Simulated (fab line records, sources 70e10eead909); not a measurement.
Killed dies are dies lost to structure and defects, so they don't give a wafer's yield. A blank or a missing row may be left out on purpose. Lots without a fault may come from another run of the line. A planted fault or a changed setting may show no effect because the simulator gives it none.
Chamber matching | flow nand_harc | NHARC_A_CONTACT_ALD_18 on ald_metal-02: 4 sister chambers
The step deposits TiN, target thk 3 nm, pulse time 1 s, ald cycles 150. 16 wafers are shown with their chamber, then 8 later ones without.

WAFERS WITH THEIR CHAMBER
wafer  | chamber | heater_power_outer_w (W) | heater_power_w (W) | precursor_pulse_height_rel
L841.1 | 0       | 575                      | 973                | 0.962
L841.3 | 2       | 620                      | 935                | 0.995
L841.5 | 2       | 628                      | 931                | 1.020
L845.2 | 2       | 622                      | 967                | 1.005
L845.3 | 3       | 674                      | 983                | 0.993
L845.4 | 0       | 577                      | 959                | 1.007
L846.2 | 2       | 635                      | 947                | 0.995
L846.3 | 1       | 551                      | 947                | 0.957
L846.6 | 2       | 647                      | 960                | 1.026
L849.3 | 2       | 649                      | 953                | 1.028
L849.4 | 0       | 570                      | 969                | 0.968
L849.5 | 2       | 619                      | 947                | 1.018
L851.2 | 2       | 633                      | 933                | 1.000
L851.3 | 1       | 560                      | 929                | 1.011
L851.5 | 3       | 675                      | 982                | 1.031
L856.2 | 2       | 654                      | 929                | 1.023

SIGNATURES (means of the wafers above)
reading                    | chamber 0 | chamber 1 | chamber 2 | chamber 3 | scatter within a chamber
heater_power_outer_w       | 574.00    | 555.50    | 634.11    | 674.50    | 11
heater_power_w             | 967.00    | 938.00    | 944.67    | 982.50    | 12.1
precursor_pulse_height_rel | 0.97900   | 0.98400   | 1.01222   | 1.01200   | 0.02
Rule: a wafer's distance from a chamber is the root of the sum, over the readings, of the square of ((its reading less the chamber's mean) divided by the reading's scatter). The wafer belongs to the nearest chamber; if the next one is less than 2 further off, it can't be placed. The scatter: the root of (the sum of the squares of (reading less its chamber's mean) over the shown wafers, divided by (wafers less chambers)).

WAFERS WITHOUT THEIR CHAMBER
wafer  | heater_power_outer_w (W) | heater_power_w (W) | precursor_pulse_height_rel
L856.4 | 672                      | 1009               | 1.014
L856.5 | 583                      | 989                | 0.986
L859.1 | 557                      | 932                | 1.016
L859.4 | 670                      | 1035               | 0.996
L859.5 | 550                      | 918                | 0.969
L850.1 | 587                      | 965                | 0.991
L850.2 | 568                      | 940                | 1.008
L850.6 | 587                      | 960                | 1.011

WHICH CHAMBER EACH WENT THROUGH
wafer  | from the rows above     | in truth
L856.4 | 3                       | 3
L856.5 | 0                       | 0
L859.1 | 1                       | 1
L859.4 | 3                       | 3
L859.5 | 1                       | 1
L850.1 | 0                       | 0
L850.2 | can't be placed: 1 or 0 | 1
L850.6 | can't be placed: 0 or 1 | 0
Placed correctly: 6 of 8. Can't be placed from these rows: 2 (the true chamber is among the candidates in 2). Placed wrongly: 0.
